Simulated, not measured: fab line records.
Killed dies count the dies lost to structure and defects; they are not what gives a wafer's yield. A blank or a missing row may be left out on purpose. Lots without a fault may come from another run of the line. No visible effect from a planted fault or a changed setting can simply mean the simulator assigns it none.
Which tool did it? | flow nandHarc | Sampling: 14 lots, 42 wafers, 3 of 1159 route steps

## WHAT EACH GAUGE READ, for each wafer
NHARC_P_CONTACT_CD_MEAS_12: the cd target is 90 nm. Usual: cdNm at 90.2 nm, with a standard deviation of 0.43.
lot  | measured     | on       | cdNm (nm)      | flag
L851 | day 6 00:46  | cdSem-01 | 90.4 90.3 90.5 | 
L852 | day 6 06:57  | cdSem-03 | 89.8 89.8 90.7 | 
L855 | day 6 13:21  | cdSem-03 | 89.9 90.1 89.8 | 
L854 | day 6 13:35  | cdSem-01 | 90.0 90.2 90.7 | 
L864 | day 9 09:10  | cdSem-01 | 90.7 90.1 90.0 | 
L865 | day 9 11:23  | cdSem-01 | 90.5 90.2 90.2 | 
L867 | day 10 00:05 | cdSem-01 | 90.4 90.1 90.0 | 
L866 | day 10 00:44 | cdSem-03 | 89.9 90.1 90.2 | 
L869 | day 10 18:09 | cdSem-02 | 90.5 90.5 90.7 | 
L870 | day 10 18:30 | cdSem-03 | 90.4 90.9 90.4 | 
L871 | day 11 01:26 | cdSem-01 | 90.8 90.5 90.5 | 
L872 | day 11 08:53 | cdSem-01 | 90.0 89.8 89.3 | 

## WHAT TOOL EACH LOT RAN ON (gives the tool, then ch and the chambers of the sampled wafers, and finally the start)
lot  | NHARC_P_STI_CMP_21           | NHARC_P_GATE_IMPLANT_62
L851 | cmp-01 ch 1,2, day 3 20:33   | implanter-02 ch 0, day 5 18:26
L852 | cmp-01 ch 0,1,3, day 4 02:43 | implanter-01 ch 0, day 6 00:59
L855 | cmp-04 ch 1,3, day 4 10:58   | implanter-02 ch 0, day 6 06:56
L854 | cmp-03 ch 1,3, day 4 10:59   | implanter-01 ch 0, day 6 07:21
L861 | cmp-04 ch 0,1,3, day 6 17:25 | implanter-02, day 8 17:53
L863 | cmp-01 ch 0,1,3, day 6 17:25 | implanter-02, day 8 16:53
L864 | cmp-04 ch 0,3, day 7 06:26   | implanter-01 ch 0, day 9 03:02
L865 | cmp-01 ch 1,3, day 7 06:27   | implanter-02 ch 0, day 9 04:25
L867 | cmp-03 ch 0,2,3, day 7 19:07 | implanter-02 ch 0, day 9 17:47
L866 | cmp-04 ch 0,1,3, day 7 19:10 | implanter-02 ch 0, day 9 18:25
L869 | cmp-04 ch 0,2,3, day 8 15:29 | implanter-01 ch 0, day 10 12:03
L870 | cmp-04 ch 0,1,2, day 8 15:40 | implanter-01 ch 0, day 10 12:12
L871 | cmp-03 ch 1,2,3, day 8 20:09 | implanter-01 ch 0, day 10 19:23
L872 | cmp-03 ch 0,3, day 9 02:07   | implanter-01 ch 0, day 11 02:38
- NHARC_P_STI_CMP_21: polishes, t overpolish 20 s, target thk 380.67 nm.
- NHARC_P_GATE_IMPLANT_62

## AS READ BY THE TOOLS THEMSELVES (means over the sampled wafers that have a number; for cases with no such wafer, the mark the record gives instead)
NHARC_P_STI_CMP_21. Usual: edgeZonePressureFrac 0.999, standard deviation 0.0052; motorCurrentA 11.8 A, standard deviation 1.4; overpolishRunS 20.000 s, standard deviation 0.0098.
lot  | tool   | edgeZonePressureFrac | motorCurrentA (A) | overpolishRunS (s) | flag
L851 | cmp-01 | 1.001                | 11.6              | 19.992             | 
L852 | cmp-01 | 1.003                | 12.0              | 20.003             | 
L855 | cmp-04 | 1.005                | 10.6              | 20.010             | 
L854 | cmp-03 | 1.000                | 11.2              | 19.987             | 
L861 | cmp-04 | 0.998                | 10.4              | 19.999             | 
L863 | cmp-01 | 1.003                | 11.9              | 19.993             | 
L864 | cmp-04 | 0.995                | 10.1              | 19.999             | 
L865 | cmp-01 | 0.991                | 11.3              | 20.006             | 
L867 | cmp-03 | 0.997                | 12.6              | 20.000             | 
L866 | cmp-04 | 1.003                | 10.5              | 19.997             | 
L869 | cmp-04 | 0.996                | 10.9              | 20.005             | 
L870 | cmp-04 | 1.002                | 12.0              | 20.008             | 
L871 | cmp-03 | 0.997                | 11.9              | 19.999             | 
L872 | cmp-03 | 0.996                | 13.8              | 19.999             | 

NHARC_P_GATE_IMPLANT_62. Usual: beamEnergyKeV 20.000, standard deviation 0.0066; beamOnS 29.6 s, standard deviation 1.1; faradayCurrentUA 12538, standard deviation 470.
lot  | tool         | beamEnergyKeV | beamOnS (s) | faradayCurrentUA | flag
L851 | implanter-02 | 20.006        | 30.8        | 12054            | 
L852 | implanter-01 | 20.005        | 28.6        | 12948            | 
L855 | implanter-02 | 19.999        | 30.9        | 12025            | 
L854 | implanter-01 | 20.007        | 29.6        | 12591            | 
L861 | implanter-02 | -             | -           | -                | OFF
L863 | implanter-02 | -             | -           | -                | OFF
L864 | implanter-01 | 20.002        | 28.2        | 13142            | 
L865 | implanter-02 | 19.997        | 30.7        | 12155            | 
L867 | implanter-02 | 20.003        | 31.3        | 11876            | 
L866 | implanter-02 | 19.997        | 31.2        | 11912            | 
L869 | implanter-01 | 19.992        | 29.2        | 12723            | 
L870 | implanter-01 | 19.992        | 28.5        | 12998            | 
L871 | implanter-01 | 19.999        | 28.4        | 13120            | 
L872 | implanter-01 | 19.991        | 29.0        | 12806            | 

## THE ANSWER, worked out from the rows above alone
Rule: a lot counts as off when the mean over its wafers that have a number is more than 3 standard deviations away from the usual mean. A lot without any number at a reading at which 4 lots or more have one is off too. The other lots that the step has rows for count as sound. The gauges are gone through in route order, then the tools' own readings, and for those a lot's mean is taken as printed above. At the first step where some lot is off, the reading lying furthest off is the one used; lots without a number count as furthest.
Off, at NHARC_P_GATE_IMPLANT_62 on beamEnergyKeV: L861, L863. Without a number there: L861, L863.
If a tool, at that step or one of the process steps before it, ran each lot that is off and ran no sound lot following the first of them, it fits. No candidate that was tried fits.

## WHAT HAD BEEN PUT IN BY THE SIMULATOR
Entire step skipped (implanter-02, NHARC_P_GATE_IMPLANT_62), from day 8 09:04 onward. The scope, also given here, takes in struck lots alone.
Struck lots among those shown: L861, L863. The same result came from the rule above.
